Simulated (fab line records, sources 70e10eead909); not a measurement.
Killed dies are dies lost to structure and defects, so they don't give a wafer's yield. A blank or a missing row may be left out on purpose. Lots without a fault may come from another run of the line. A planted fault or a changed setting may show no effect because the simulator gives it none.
fab line records | flow nand_harc
record lots=6 wafers=18 last_day=33
route steps=1302 shown A_STAIRCASE@829
lots that met no fault: from a run of the same line without faults
start_h: hours from the record's first day to the start of the lot's first wafer shown | wait_h: hours since the lot's step before | " the same as in the row above | L1.1+2: a row that stands for several wafers | - no value, or no start given | * or withheld: withheld | < > ~ a bound
route shown NAME@n: a module of which the file shows steps, and the number in the route of the first | usual: mean/standard deviation of fault-free wafers | same: alike in all rows | chamber/n: place in a boat | sites: the reading at each site | _std_site: their standard deviation | _edge_site: outer sites' mean less inner sites' | radius_mm: how far each site lies from the wafer's centre | mask NAME#n: copy n | behind: the tool/chamber that last shaped the wafer | hold: why the lot was held/for how many hours/how that ended | device: the transistor (n, p or np) that didn't switch | end of line: the same wafers' tests at the end of the route | a step without rows: its recipe alone | killed: dies lost to structure and defects at the first sort, not the wafer's yield | map: a wafer's dies, x killed, . not, _ none there
set.NAME: the setting as run; set.NAME@STEP: as run at that earlier step | model.NAME: the simulator's own value behind a step, which no gauge read
lots at some steps of the route; a table a step, a row a wafer
services: from which hour (start_h, from the record's first day; less than 0 if before it) a tool's chamber was out of use, for how many hours, and why
## steps
# step NHARC_A_STAIRCASE_HARDBAKE_311
# recipe temp_c=120 time_s=140
# step NHARC_A_STAIRCASE_DESCUM_312
# recipe time_s=3 o2_flow_sccm=200 ar_flow_sccm=0 bias_power_w=0 chemistry=O2
# usual chamber_pressure_mTorr=59.99/0.05 drypump_motor_current_A=5.8/0.53 oes_product_au=0.998/0.0075 rf_vpp_V=57.8/0.93 showerhead_plenum_p_Torr=1.94/0.1 throttle_valve_pct=11.311/0.011
# columns lot.wafer tool chamber start_h wait_h chamber_pressure_mTorr drypump_motor_current_A oes_product_au rf_hours_counter_h rf_vpp_V showerhead_plenum_p_Torr throttle_valve_pct
L346.1 rie_diel-05 2 450.56 - 60.04 4.7 0.999 9 57.8 1.90 11.313
L346.3 " 0 " " 60.02 5.8 0.997 10 58.4 1.79 11.315
L346.6 " 3 " " 60.01 6.3 0.995 - 57.7 2.01 11.302
L347.2 rie_diel-01 2 469.76 - 60.01 6.4 0.989 35 60.4 2.06 11.323
L347.1 " 3 " " 59.99 6.1 0.998 29 57.0 1.78 11.318
L347.5 " 0 " " 59.98 4.8 0.998 - 58.4 2.07 11.312
L351.2 rie_diel-09 3 512.04 - 60.03 5.5 1.011 1 56.5 1.90 11.333
L351.6 " 0 " " 59.93 6.1 0.994 - 57.5 1.93 11.304
L351.5 " 2 " " 60.01 5.8 1.006 - 56.5 1.80 11.314
L353.1 rie_diel-01 0 528.18 - 59.86 4.8 0.992 43 57.1 2.06 11.305
L353.4 " 3 " " 59.95 6.0 0.985 53 57.2 1.77 11.320
L353.5 " 0 " " 59.92 4.8 0.997 - 57.0 2.06 11.310
L359.3 rie_diel-01 1 594.36 - 59.98 6.3 0.990 12 58.2 1.98 11.317
L359.2 " 2 " " 60.07 6.4 0.999 11 57.4 2.05 11.319
L359.5 " 2 " " 60.00 6.4 1.001 - 58.7 2.05 11.306
L360.2 rie_diel-01 2 604.30 - 60.08 6.4 1.005 13 58.2 2.05 11.304
L360.4 " 3 " " 59.96 6.0 0.996 8 59.7 2.07 11.311
L360.6 " 1 " " 59.91 6.3 1.001 - 58.2 1.98 11.295
# step NHARC_A_STAIRCASE_ETCH_313
# recipe cf4_flow_sccm=100 chf3_flow_sccm=30 ar_flow_sccm=0 rf_w=500 bias_w=200 chemistry=CF4/CHF3
# usual chamber_pressure_mTorr=24.998/0.023 chf3_flow_sccm=30.00/0.083 drypump_motor_current_A=5.7/0.55 oes_product_au=0.930/0.015 rf_vpp_V=371.2/2.7 showerhead_plenum_p_Torr=1.59/0.079 throttle_valve_pct=16.802/0.01
# columns lot.wafer tool chamber start_h wait_h chamber_pressure_mTorr chf3_flow_sccm drypump_motor_current_A oes_product_au rf_hours_counter_h rf_vpp_V showerhead_plenum_p_Torr throttle_valve_pct
L346.3 rie_diel-05 1 450.67 0.1 24.987 29.94 5.3 0.932 11 373.6 1.62 16.804
L346.1 " 2 " " 24.957 30.00 4.7 0.913 9 372.0 1.56 16.799
L346.6 " 0 " " 24.988 30.16 5.8 0.927 - 366.4 1.48 16.806
L347.2 rie_diel-01 1 469.84 0.1 24.980 29.99 6.2 0.922 21 371.7 1.63 16.822
L347.1 " 3 " " 25.007 30.05 6.1 0.920 29 367.2 1.47 16.800
L347.5 " 0 " " 25.026 29.85 4.8 0.932 - 373.9 1.70 16.807
L351.2 rie_diel-09 0 512.16 0.1 25.030 29.95 6.1 0.951 1 370.3 1.58 16.796
L351.5 " 3 " " 25.044 30.04 5.5 0.960 - 369.7 1.56 16.798
L351.6 " 0 " " 24.977 30.02 6.1 0.947 - 371.2 1.58 16.799
L353.4 rie_diel-01 3 528.26 0.1 25.000 29.90 6.0 0.925 53 365.4 1.46 16.803
L353.1 " 2 " " 24.990 30.07 6.3 0.918 58 373.8 1.68 16.798
L353.5 " 0 " " 24.996 30.05 4.8 0.928 - 374.4 1.69 16.812
L359.2 rie_diel-01 1 594.57 0.2 25.022 30.02 6.2 0.937 12 372.7 1.62 16.788
L359.3 " 0 " " 25.059 30.15 4.9 0.929 3 374.6 1.68 16.798
L359.5 " 1 " " 25.001 30.03 6.3 0.933 - 371.8 1.62 16.819
L360.4 rie_diel-01 2 604.38 0.1 24.978 30.14 6.4 0.908 13 374.6 1.68 16.802
L360.2 " 3 " " 24.984 30.03 6.0 0.920 8 374.3 1.70 16.788
L360.6 " 1 " " 25.041 30.05 6.3 0.922 - 373.5 1.62 16.795
# step NHARC_A_STAIRCASE_HM_OPEN_463
# recipe o2_flow_sccm=400 cos_flow_sccm=20 ar_flow_sccm=0 rf_w=500 bias_w=300 chemistry=O2/COS
# step NHARC_A_STAIRCASE_STRIP_464
# recipe o2_flow_sccm=400 cos_flow_sccm=20 ar_flow_sccm=0 bias_w=0 chemistry=O2/COS
# step NHARC_A_STAIRCASE_ETCH_453
# recipe target_depth_a=300 overetch_a=30 time_s=16.5 ion_energy_ev=100 cf4_flow_sccm=80 o2_flow_sccm=20 ar_flow_sccm=0 rf_w=300 bias_w=100 chemistry=CF4/O2
# step NHARC_A_STAIRCASE_ETCH_315
# recipe target_depth_a=25000 time_s=607.1 ion_energy_ev=800 c4f8_flow_sccm=80 o2_flow_sccm=60 ar_flow_sccm=withheld rf_w=600 bias_w=3000 chemistry=C4F8/O2/Ar
# usual chamber_pressure_mTorr=24.999/0.024 oes_product_au=0.930/0.0078 rf_vpp_V=1831/12
# columns lot.wafer tool chamber start_h wait_h chamber_pressure_mTorr oes_product_au rf_hours_counter_h rf_vpp_V
L346.3 rie_diel-05 0 - - 25.029 0.929 10 1811
L346.1 " 1 " " 24.962 0.927 11 1835
L346.6 " 0 " " 24.971 0.921 - 1810
L347.2 rie_diel-01 1 - - 25.024 0.936 22 1835
L347.1 " 2 " " 25.032 0.923 35 1846
L347.5 " 0 " " 24.929 0.926 - 1846
L351.2 rie_diel-09 2 - - 25.038 0.930 1 1812
L351.5 " 3 " " 25.001 0.937 - 1824
L351.6 " 0 " " 24.993 0.927 - 1829
L353.4 rie_diel-01 2 - - 24.994 0.934 59 1845
L353.1 " 3 " " 24.964 0.935 53 1809
L353.5 " 2 " " 25.008 0.924 - 1844
L359.2 rie_diel-01 0 - - 24.967 0.926 4 1845
L359.3 " 1 " " 25.028 0.921 12 1835
L359.5 " 3 " " 24.985 0.924 - 1846
L360.2 rie_diel-01 1 - - 24.988 0.935 13 1835
L360.4 " 3 " " 24.978 0.919 8 1847
L360.6 " 0 " " 25.005 0.927 - 1843
# step NHARC_A_STAIRCASE_STRIP_316
# recipe o2_flow_sccm=500 ar_flow_sccm=0 bias_w=0 chemistry=O2
# usual chamber_pressure_mTorr=60.00/0.056 drypump_motor_current_A=5.7/0.54 oes_product_au=0.999/0.0082 rf_vpp_V=57.9/0.93 showerhead_plenum_p_Torr=3.57/0.17 throttle_valve_pct=17.036/0.0088
# columns lot.wafer tool chamber start_h wait_h chamber_pressure_mTorr drypump_motor_current_A oes_product_au rf_hours_counter_h rf_vpp_V showerhead_plenum_p_Torr throttle_valve_pct
L346.1 rie_diel-05 3 - - 60.04 6.4 0.997 9 57.9 3.70 17.029
L346.3 " 1 " " 60.09 5.3 1.001 11 56.8 3.64 17.047
L346.6 " 2 " " 60.03 4.7 0.998 - 56.5 3.50 17.034
L347.2 rie_diel-01 3 - - 60.10 6.0 0.986 29 57.2 3.29 17.046
L347.1 " 0 " " 59.99 4.9 0.994 19 59.1 3.80 17.042
L347.5 " 1 " " 60.05 6.3 0.988 - 58.2 3.66 17.034
L351.2 rie_diel-09 1 - - 59.96 5.5 1.007 0 57.9 3.53 17.037
L351.6 " 2 " " 59.98 5.8 1.007 - 57.5 3.34 17.031
L351.5 " 3 " " 60.00 5.6 0.995 - 59.1 3.51 17.029
L353.4 rie_diel-01 0 - - 60.00 4.9 0.998 43 58.6 3.78 17.027
L353.1 " 2 " " 60.03 6.4 0.997 59 57.9 3.77 17.043
L353.5 " 0 " " 59.99 4.9 1.004 - 59.1 3.78 17.026
L359.2 rie_diel-01 0 - - 59.86 4.9 0.982 4 58.7 3.77 17.030
L359.3 " 2 " " 60.01 6.4 0.985 12 58.2 3.76 17.037
L359.5 " 1 " " 60.01 6.3 0.985 - 57.9 3.64 17.035
L360.4 rie_diel-01 1 - - 59.96 6.3 0.990 14 57.8 3.64 17.038
L360.2 " 3 " " 60.03 6.0 0.982 8 57.6 3.80 17.025
L360.6 " 0 " " 59.91 4.9 0.998 - 57.9 3.77 17.035
# step NHARC_A_STAIRCASE_STRIP_317
# recipe time_s=900 temp_c=130 chemistry=SPM
# step NHARC_A_STAIRCASE_PRECLEAN_318
# recipe time_s=* temp_c=50 bath_age_min=0 chemistry=SC1
# step NHARC_A_STAIRCASE_SRD_329
# step NHARC_A_STAIRCASE_ALD_415
# recipe target_thk_a=300 pulse_time_s=6 ald_cycles=300 temp_c=300 material=SiO2
# usual ald_cycles=300/0 heater_power_w=478/63 precursor_pulse_height_rel=1.000/0.02
# columns lot.wafer tool chamber start_h wait_h ald_cycles heater_power_w precursor_pulse_height_rel
L346.3 ald_hk-04 1 452.51 0.1 300 551 1.025
L346.1 " 2 " " 300 454 1.001
L346.6 " 2 " " 300 453 1.004
L347.2 ald_hk-01 2 471.61 0.1 300 523 1.018
L347.1 " 1 " " 300 482 0.986
L347.5 " 3 " " 300 377 0.986
L351.2 ald_hk-01 1 514.54 0.5 300 482 0.996
L351.6 " 3 " " 300 361 1.018
L351.5 " 0 " " 362 560 0.972
L353.1 ald_hk-01 3 530.04 0.1 300 365 0.987
L353.4 " 1 " " 300 501 0.965
L353.5 " 0 " " 362 557 0.965
L359.2 ald_hk-04 2 596.79 0.3 300 440 1.013
L359.3 " 0 " " 300 481 0.994
L359.5 " 1 " " 300 539 1.044
L360.2 ald_hk-04 1 606.61 0.5 300 555 1.043
L360.4 " 2 " " 300 456 1.015
L360.6 " 3 " " 300 484 0.965
# step NHARC_A_STAIRCASE_ETCHBACK_416
# recipe target_depth_a=360 time_s=7.2 c4f8_flow_sccm=withheld o2_flow_sccm=8 ar_flow_sccm=withheld rf_w=600 bias_w=800 chemistry=C4F8/O2/Ar
# usual chamber_pressure_mTorr=24.995/0.023 oes_product_au=0.930/0.022 rf_vpp_V=725/5.2
# columns lot.wafer tool chamber start_h wait_h chamber_pressure_mTorr oes_product_au rf_hours_counter_h rf_vpp_V
L346.1 rie_diel-01 3 - - 24.979 0.921 26 716
L346.3 " 0 " " 24.991 0.926 16 731
L346.6 " 3 " " 25.016 0.926 - 715
L347.1 rie_diel-09 2 - - 24.987 0.935 36 718
L347.2 " 0 " " 24.981 0.922 51 725
L347.5 " 2 " " 24.978 0.944 - 718
L351.2 rie_diel-01 2 - - 24.994 0.923 56 731
L351.6 " 1 " " 25.007 0.917 - 727
L351.5 " 2 " " 24.981 0.925 - 731
L353.1 rie_diel-05 3 - - 25.009 0.928 32 726
L353.4 " 2 " " 25.021 0.912 33 724
L353.5 " 0 " " 25.014 0.917 - 717
L359.3 rie_diel-01 2 - - 25.016 0.921 12 729
L359.2 " 0 " " 25.001 0.930 4 729
L359.5 " 1 " " 24.999 0.926 - 726
L360.4 rie_diel-09 2 - - 25.026 0.929 36 717
L360.2 " 3 " " 25.003 0.921 28 723
L360.6 " 1 " " 25.003 0.920 - 723
## services
# columns tool chamber start_h hours kind
rie_diel-01 0 444.53 - clean
rie_diel-01 1 444.53 - clean
rie_diel-01 2 444.53 - clean
rie_diel-01 3 444.53 - clean
rie_diel-09 3 448.75 12.9 repair
rie_diel-01 0 469.09 - clean
rie_diel-01 1 469.09 - clean
rie_diel-01 2 469.09 - clean
rie_diel-01 3 469.09 - clean
ald_hk-01 - 474.00 10.0 pm
rie_diel-01 1 476.34 10.3 repair
rie_diel-01 0 493.59 - clean
rie_diel-01 1 493.59 - clean
rie_diel-01 2 493.59 - clean
rie_diel-01 3 493.59 - clean
rie_diel-09 - 497.19 9.0 pm
rie_diel-01 0 518.09 - clean
rie_diel-01 1 518.09 - clean
rie_diel-01 2 518.09 - clean
rie_diel-01 - 557.80 9.0 pm
rie_diel-09 3 560.62 8.5 repair
rie_diel-09 1 566.46 6.7 repair
ald_hk-01 - 575.36 1.1 repair
rie_diel-05 - 587.88 9.0 pm
## key
first_sign step=NHARC_A_STAIRCASE_ALD_415 reading=ald_cycles direction=up sigmas=99+ usual=300 struck=362
effect none on later readings
met_at NHARC_A_STAIRCASE_ALD_415
struck_wafers L351.5,L353.5
later_rows_left_out L351.5,L353.5
sort_left_out L351.5,L353.5
tester_left_out L351,L353
fault kind=process_parameter_drift tool=ald_hk-01 chamber=0 onset_h=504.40 steps=NHARC_A_STAIRCASE_ALD_415 channel=ald_cycles offset=62 shape=step end_h=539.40 acts_in=these_recipes_only stated=300
# tester_left_out: of these lots the tester's yield and bins aren't shown, on N5 and GAA mostly nor the transistor test; their killed dies are dies lost to structure and defects alone, not to doping, threshold or leakage, so they don't give the yield
# sort_left_out: the simulated sort isn't trusted on such a fault, so these wafers' sort isn't shown, and their yield isn't known
# later_rows_left_out: the simulator's readings of these wafers behind a module that went badly wrong aren't trusted and aren't shown, but for the sort
